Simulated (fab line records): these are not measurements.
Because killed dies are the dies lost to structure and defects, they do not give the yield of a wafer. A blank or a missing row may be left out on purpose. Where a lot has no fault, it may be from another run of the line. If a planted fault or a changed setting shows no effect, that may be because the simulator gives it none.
Split-lot study	flow n5Finfet	route with 1938 steps; 7 lots, 21 wafers read

== THE SPLIT ==
At N5_BEOL_M12_SPUTTER_43 (material TaN, target thk 15 nm, time 24.19 s), the setting timeS was moved away from the recipe's 24.19 s on 9 of the 21 wafers read, by -13.4% to -4.7%. This setting was run at the recipe's value on the other wafers.

The reading is taken at the split's own step.

== THE READING ==
TaN_of_BEOL_M12_SPUTTER_43.thkNm (the simulator's own value, which no gauge read), in nm, at N5_BEOL_M12_SPUTTER_43 (material TaN, target thk 15 nm, time 24.19 s). There is no usual value for it anywhere in the file. Here, 12 wafers ran the recipe; their average is 14.8 nm with a standard deviation of 0.33 nm.

wafer	tool, chamber at the split	timeS as run, s	against the recipe	TaN_of_BEOL_M12_SPUTTER_43.thkNm, nm	against lot-mates on the recipe
L074.2	pvdSputter-03, -	22.51	-6.9%	14.2	-1.2
L074.3	pvdSputter-03, -	24.19	recipe	15.2	-
L074.4	pvdSputter-03, -	24.19	recipe	15.6	-
L085.2	pvdSputter-01, -	22.25	-8.0%	13.4	-1.2
L085.3	pvdSputter-01, -	24.19	recipe	14.8	-
L085.4	pvdSputter-01, -	24.19	recipe	14.4	-
L088.3	pvdSputter-02, -	20.95	-13.4%	13	-1.6
L088.4	pvdSputter-02, -	20.95	-13.4%	12.8	-1.8
L088.5	pvdSputter-02, -	24.19	recipe	14.6	-
L086.1	pvdSputter-03, -	22.17	-8.4%	13.4	-1.4
L086.4	pvdSputter-03, -	24.19	recipe	15	-
L086.6	pvdSputter-03, -	24.19	recipe	14.6	-
L092.3	pvdSputter-01, -	24.19	recipe	14.4	-
L092.5	pvdSputter-01, -	22.05	-8.8%	13.6	-0.8
L092.6	pvdSputter-01, -	22.05	-8.8%	13.6	-0.8
L091.1	pvdSputter-02, -	24.19	recipe	15	-
L091.4	pvdSputter-02, -	24.19	recipe	14.6	-
L091.5	pvdSputter-02, -	24.19	recipe	14.8	-
L095.2	pvdSputter-03, -	23.05	-4.7%	14.2	-0.8
L095.3	pvdSputter-03, -	23.05	-4.7%	14.4	-0.6
L095.5	pvdSputter-03, -	24.19	recipe	15	-

FIT RESULTS
A straight line over all 21 wafers: TaN_of_BEOL_M12_SPUTTER_43.thkNm changes by +0.145 nm for each +1% of timeS; r = +0.92; the points scatter about the line by 0.3 nm.
The same after taking each lot's own level away (the mean of its wafers on the recipe; 21 wafers): +0.128 nm for each +1%; r = +0.95; scatter 0.21 nm.
On that fit, the largest move of timeS shifts the reading by 1.7 nm.
Across the lots, their own levels run from 14.40 to 15.40 nm, a range of 3.0 times the standard deviation given above.
Hence the slope depends on the lot-to-lot level, as the two fits are not the same.
Check: with one of the wafers moved furthest among these (-13.4%) left out of the fit, the line predicts -1.77 nm for it against its lot-mates. Against them it came out at -1.6 nm.

== OTHER SPLITS ON THESE WAFERS ==
These wafers also went through other splits before the reading. Each is held against what the fit with the lots' levels taken away leaves over:
other split on the same wafers	wafers away from the commonest value	r with TaN_of_BEOL_M12_SPUTTER_43.thkNm (lot level and that fit taken away)
N5_BEOL_M8_ETCH_62 timeS	7	-0.23
N5_BEOL_M9_DESCUM_16 timeS	8	+0.17
N5_BEOL_M10_COAT_63 spinRpm	5	-0.03
N5_BEOL_M10_COAT_22 spinRpm	6	+0.43
N5_BEOL_M10_VIA_ETCH_34 biasW	10	-0.12
N5_BEOL_M10_ETCH_41 sourceW	11	-0.11
N5_BEOL_M12_COAT_04 spinRpm	5	+0.06
N5_BEOL_M12_ETCH_59 h2FlowSccm	6	+0.12

== FILE'S OWN FIT ==
TaN_of_BEOL_M12_SPUTTER_43.thkNm changes by +0.136 nm for each +1% of timeS, r = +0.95.
